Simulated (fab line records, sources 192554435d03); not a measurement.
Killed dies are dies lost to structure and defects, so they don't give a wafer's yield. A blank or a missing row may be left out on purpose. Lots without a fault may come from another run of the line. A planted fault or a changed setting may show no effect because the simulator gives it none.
Problem report in the 8D (eight disciplines) form, filled by code | flow n5_finfet | the parts of the form that need people (team, actions taken, sign-off) are left out

1. THE PROBLEM
wafer_temp_C_max at N5_MOL_CONTACT_COAG_ANNEAL_112 reads a mean of 380.1 on 6 wafers of 2 lots; wafers without a fault read 402.3 with a standard deviation of 0.48. That is -46 standard deviations from the usual mean.
The step: time 1800 s.
First seen on wafer L122.2, day 7 21:04, on hp_anneal-01. The record holds 36 wafers of 12 lots with a number at this step. Rule for "out", or "out of limits": more than 4 standard deviations from the usual mean. The other wafers with a number count as sound.

2. WHAT IT IS AND WHAT IT IS NOT
question                    | is                                                                                                                                                                                                                       | is not
which readings at this step | wafer_temp_C_max, spike_tc_bottom_C, spike_tc_centre_C, spike_tc_lower_C, spike_tc_top_C, spike_tc_upper_C, zone_power_bottom_pct, zone_power_centre_pct, zone_power_lower_pct, zone_power_top_pct, zone_power_upper_pct | -
which lots                  | L122, L123                                                                                                                                                                                                               | L112, L113, L114, L115, L116, L117, L120, L121, L134, L135
which wafers of those lots  | all that have a number                                                                                                                                                                                                   | -
read on which tools         | hp_anneal-01                                                                                                                                                                                                             | -
when                        | from day 7 21:04                                                                                                                                                                                                         | up to then (24 sound wafers); but 6 sound wafers of L134, L135 came after

3. SUSPECTS, AND WHAT RULES EACH OUT
Counting: a tool at a process step up to the reading stays a suspect if it ran every lot that is out and no sound lot after the first of them.
- hp_anneal-01 at N5_MOL_CONTACT_COAG_ANNEAL_112 (time 1800 s): ruled out as a lasting fault. Sound lots L134, L135 ran on it after its first lot that is out, L122 (day 7 21:04).
Left after counting: nothing in the record.

4. THE CAUSE (what the simulator had put in)
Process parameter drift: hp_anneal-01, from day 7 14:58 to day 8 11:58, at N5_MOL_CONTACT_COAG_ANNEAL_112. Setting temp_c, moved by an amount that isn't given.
Counting ruled it out, wrongly.

5. THE CHAIN OF EFFECTS, in route order
Each row: a reading whose mean over the struck wafers that have a number lies more than 3 standard deviations from the usual. Only readings for which the record gives a usual standard deviation are gone through. hours: the time from each lot's start at the first step in this table that gives one to its start at this step, as a median over the lots. sigmas: the change in usual standard deviations.
hours | step                           | reading               | usual   | on struck wafers | change | sigmas
0     | N5_MOL_CONTACT_COAG_ANNEAL_112 | spike_tc_bottom_C     | 425.4 C | 403.2            | -22.2  | -20
0     | N5_MOL_CONTACT_COAG_ANNEAL_112 | spike_tc_centre_C     | 401.2 C | 378.7            | -22.5  | -24
0     | N5_MOL_CONTACT_COAG_ANNEAL_112 | spike_tc_lower_C      | 398.4 C | 376.6            | -21.8  | -22
0     | N5_MOL_CONTACT_COAG_ANNEAL_112 | spike_tc_top_C        | 428.5 C | 407.6            | -20.9  | -21
0     | N5_MOL_CONTACT_COAG_ANNEAL_112 | spike_tc_upper_C      | 401.8 C | 380.0            | -21.8  | -22
0     | N5_MOL_CONTACT_COAG_ANNEAL_112 | wafer_temp_C_max      | 402.3   | 380.1            | -22.2  | -46
0     | N5_MOL_CONTACT_COAG_ANNEAL_112 | zone_power_bottom_pct | 13.77 % | 12.68            | -1.09  | -8.4
0     | N5_MOL_CONTACT_COAG_ANNEAL_112 | zone_power_centre_pct | 8.17 %  | 7.60             | -0.57  | -7.1
0     | N5_MOL_CONTACT_COAG_ANNEAL_112 | zone_power_lower_pct  | 10.54 % | 9.79             | -0.75  | -7.7
0     | N5_MOL_CONTACT_COAG_ANNEAL_112 | zone_power_top_pct    | 20.06 % | 18.65            | -1.41  | -7.4
0     | N5_MOL_CONTACT_COAG_ANNEAL_112 | zone_power_upper_pct  | 8.93 %  | 8.28             | -0.65  | -8.2
The process steps in it:
- N5_MOL_CONTACT_COAG_ANNEAL_112: time 1800 s.
Later measuring or inspecting steps at which every struck wafer that the step has a row for has a number for every such reading, and none has moved that far: N5_MOL_CONTACT_COAG_INSPECT_97.

6. WHAT WOULD HAVE CAUGHT IT SOONER
In this record the first reading out of limits was taken at day 7 21:04, 6 hours after the fault began at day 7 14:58.
